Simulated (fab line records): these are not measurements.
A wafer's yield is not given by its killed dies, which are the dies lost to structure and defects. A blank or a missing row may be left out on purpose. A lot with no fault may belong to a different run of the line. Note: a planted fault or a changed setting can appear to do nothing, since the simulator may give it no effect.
Struck lot and sound lot, side by side + flow n5 finfet + 30 out of 1938 route steps
Sound: these wafers, L946.3, L946.4, L946.6. Struck: wafers L955.3, L955.4. The cause comes at the end.
Each step with rows lists, per side, the tool, then ch with its chambers, then its first start. Under that, the readings that differ: sound wafers + struck wafers + difference of the means + sigmas: that difference in standard deviations of wafers without a fault.
alike: readings with means less than 2 such deviations apart, plus words and numbers identical on both sides. not compared: withheld readings, readings lacking a value on some wafer, bounds such as >300 that could conceal the same value, and numbers that have no deviation in the record and whose values overlap.
The two part at a step that has a row with sigmas, a row that says differs or no value, or rows on one side only. When numbers do not overlap yet have no deviation, they are printed without sigmas and do not part them. Lack of a reading on every wafer of one side parts them only where that side has two or more wafers.

first, 3 steps without rows for these wafers: N5_BEOL_M0_SAQP_EXPOSE_11 (exposes mask M0 CORE, target cd 42 nm); N5_BEOL_M0_SAQP_PEB_12 (peb time 60 s); N5_BEOL_M0_SAQP_DEVELOP_13 (develop time 30 s).
N5_BEOL_M0_SAQP_CD_MEAS_14 targets a cd of 42.5 nm.
  sound on cd sem-02 ch 0, day 6 09:07; struck on cd sem-01 ch 0, day 8 09:35
  alike: cd nm
N5_BEOL_M0_SAQP_OVL_MEAS_15:
  sound on overlay-01 ch 0, day 6 09:09; struck on overlay-02 ch 0, day 8 09:37
| reading          | sound       | struck    | difference | sigmas |
|------------------|-------------|-----------|------------|--------|
| M0_CORE_OVL (nm) | 1.9 2.2 2.3 | -0.9 -0.2 | -2.7       | -3     |
N5_BEOL_M0_SAQP_INSPECT_16: inspects for defects (brightfield).
  sound on defect inspect-01, day 6 09:11; struck on defect inspect-01, day 8 09:38
  alike: raw defect count
then, 1 step without rows for these wafers: N5_BEOL_M0_SAQP_DESCUM_19 (chemistry O2, time 7.9 s).
N5_BEOL_M0_SAQP_ETCH_83: etches SiARC in CF4, target depth 39 nm, time 65 s.
  sound on rie diel-06 ch 2,3, day 6 09:17; struck on rie diel-06 ch 2,3, day 8 09:52
| reading                | sound | struck | difference                   | sigmas |
|------------------------|-------|--------|------------------------------|--------|
| rf hours counter h (h) | - - - | 216 51 | no value on the sound wafers |        |
  alike: drypump motor current A, etch rf on time s, oes product au, rf fwd power W, rf vpp V, showerhead plenum p Torr, throttle valve pct
N5_BEOL_M0_SAQP_ETCH_84: etches SOC in N2/H2, target depth 100 nm, overetch 20 nm, time 150 s.
  sound on rie diel-06 ch 2,3, day 6 09:23; struck on rie diel-06 ch 2,3, day 8 09:55
| reading                | sound | struck | difference                   | sigmas |
|------------------------|-------|--------|------------------------------|--------|
| rf hours counter h (h) | - - - | 216 51 | no value on the sound wafers |        |
  alike: drypump motor current A, oes product au, rf fwd power W, rf vpp V, showerhead plenum p Torr, throttle valve pct
then, 3 steps without rows for these wafers: N5_BEOL_M0_SAQP_STRIP_80 (strips in N2/H2); N5_BEOL_M0_SAQP_HM_OPEN_112 (chemistry CHF3/O2, target SiO2, stops on a-Si, target depth 12 nm, time 13.5 s); N5_BEOL_M0_SAQP_STRIP_113 (strips in CHF3/O2).
N5_BEOL_M0_SAQP_MANDREL_ETCH_20: etches a-Si in HBr/Cl2, stops on SiNx, target depth 60 nm, bt time 10 s, time 30 s.
  sound on rie si-03 ch 0,1, day 6 09:37; struck on rie si-05 ch 1, day 8 10:07
| reading                                         | sound        | struck    | difference | sigmas |
|-------------------------------------------------|--------------|-----------|------------|--------|
| drypump motor current A (A)                     | 5.4 4.9 5.4  | 6.3 6.3   | +1.1       | +2     |
| model.SOC_of_BEOL_M0_SAQP_COAT_81.thk nm (nm)   | 76.6 76 76.2 | 61.4 61.6 | -14.8      |        |
| model.SiNx_of_BEOL_M0_SAQP_PECVD_97.thk nm (nm) | 18.2 18 18.6 | 10.4 11.2 | -7.5       |        |
  alike: oes product au, rf fwd power W, throttle valve pct
  not compared: rf hours counter h
N5_BEOL_M0_SAQP_STRIP_86: strips in N2/H2.
  sound on rie diel-01 ch 1,2,3, day 6 09:43; struck on rie diel-06 ch 2,3, day 8 10:13
  alike: drypump motor current A, oes product au, rf vpp V, showerhead plenum p Torr, throttle valve pct
  not compared: rf hours counter h
then, 6 steps without rows for these wafers: N5_BEOL_M0_SAQP_STRIP_115 (strips in post etch residue remover, time 60 s); N5_BEOL_M0_SAQP_SRD_93 (time 30 s); N5_BEOL_M0_SAQP_RECESS_114 (chemistry HF/NH3, target SiO2, target depth 14.4 nm, afs cycles 3, sublimation time 60 s); N5_BEOL_M0_SAQP_SPACER1_ALD_98 (deposits SiO2, target thk 12.8 nm, pulse time 1 s, purge time 2 s); N5_BEOL_M0_SAQP_SPACER1_ETCHBACK_99 (etches SiO2 in CHF3/O2, target depth 15.4 nm, time 7.7 s); N5_BEOL_M0_SAQP_MANDREL1_REMOVE_100 (chemistry HBr/Cl2/O2, target a-Si, stops on SiNx, bt time 10 s).
N5_BEOL_M0_SAQP_CD_MEAS_25 targets a cd of 13.1 nm.
  sound on cd sem-03 ch 0, day 6 11:10; struck on cd sem-01 ch 0, day 8 11:31
  alike: cd nm
N5_BEOL_M0_SAQP_ETCH_101: etches SiNx in CH3F/O2, target depth 29.9 nm, time 42.7 s.
  sound on rie diel-02 ch 0,2,3, day 6 11:13; struck on rie diel-01 ch 0,2, day 8 11:35
  alike: drypump motor current A, oes_ar_750_au, oes_f_703_au, oes product au, rf fwd power W, rf vpp V, showerhead plenum p Torr, throttle valve pct
  not compared: rf hours counter h
then, 4 steps without rows for these wafers: N5_BEOL_M0_SAQP_ETCH_102 (etches SiO2 in CF4, target depth 4 nm, time 4.4 s); N5_BEOL_M0_SAQP_MANDREL_ETCH_103 (etches a-Si in HBr/Cl2, stops on SiCN, target depth 45 nm, bt time 10 s, time 27 s); N5_BEOL_M0_SAQP_RECESS_104 (chemistry HF/NH3, target SiO2, target depth 18 nm, afs cycles 3, sublimation time 60 s); N5_BEOL_M0_SAQP_COAT_105 (time 60 s, resist thk 100 nm).
N5_BEOL_M0_SAQP_ETCH_106: etches SOC in N2/H2, stops on SiNx, target depth 150 nm.
  sound on rie diel-01 ch 0,1,2, day 6 11:59; struck on rie diel-06 ch 1,2, day 8 12:16
| reading                                         | sound        | struck  | difference | sigmas |
|-------------------------------------------------|--------------|---------|------------|--------|
| model.SiNx_of_BEOL_M0_SAQP_PECVD_97.thk nm (nm) | 15.2 15 15.6 | 7.4 8.2 | -7.5       |        |
  alike: drypump motor current A, oes product au, rf fwd power W, rf vpp V, showerhead plenum p Torr, throttle valve pct
  not compared: rf hours counter h
N5_BEOL_M0_SAQP_ETCH_107: etches SiNx in CH3F/O2, target depth 30 nm.
  sound on rie diel-01 ch 0,1,2, day 6 12:02; struck on rie diel-06 ch 1,2, day 8 12:19
  alike: drypump motor current A, oes_ar_750_au, oes_f_703_au, oes product au, rf fwd power W, rf vpp V, showerhead plenum p Torr, throttle valve pct
  not compared: rf hours counter h
-- the record jumps here: 2 days lie between the struck wafers' starts before and after (it left off in module BEOL_M0_SAQP and takes up again in module BEOL_M4, whose first step shown is number 1111 of the route) --
N5_BEOL_M4_RC_MEAS_101:
  sound on prober-02 ch 0, day 8 10:46; struck on prober-02 ch 0, day 10 17:17
  alike: DIBL_N, DIBL_P, IOFF_N, IOFF_P, ION_N, ION_P, SS_N, SS_P, VT_N, VT_P
N5_PASSIVATION_PROBE_49:
  sound wafers here have rows in the record (prober-02, day 12 14:05); struck ones have none

WHERE THEY PART
Last at N5_PASSIVATION_PROBE_49 as far as this record goes, first at N5_BEOL_M0_SAQP_OVL_MEAS_15.

WHY: whatever the simulator had introduced
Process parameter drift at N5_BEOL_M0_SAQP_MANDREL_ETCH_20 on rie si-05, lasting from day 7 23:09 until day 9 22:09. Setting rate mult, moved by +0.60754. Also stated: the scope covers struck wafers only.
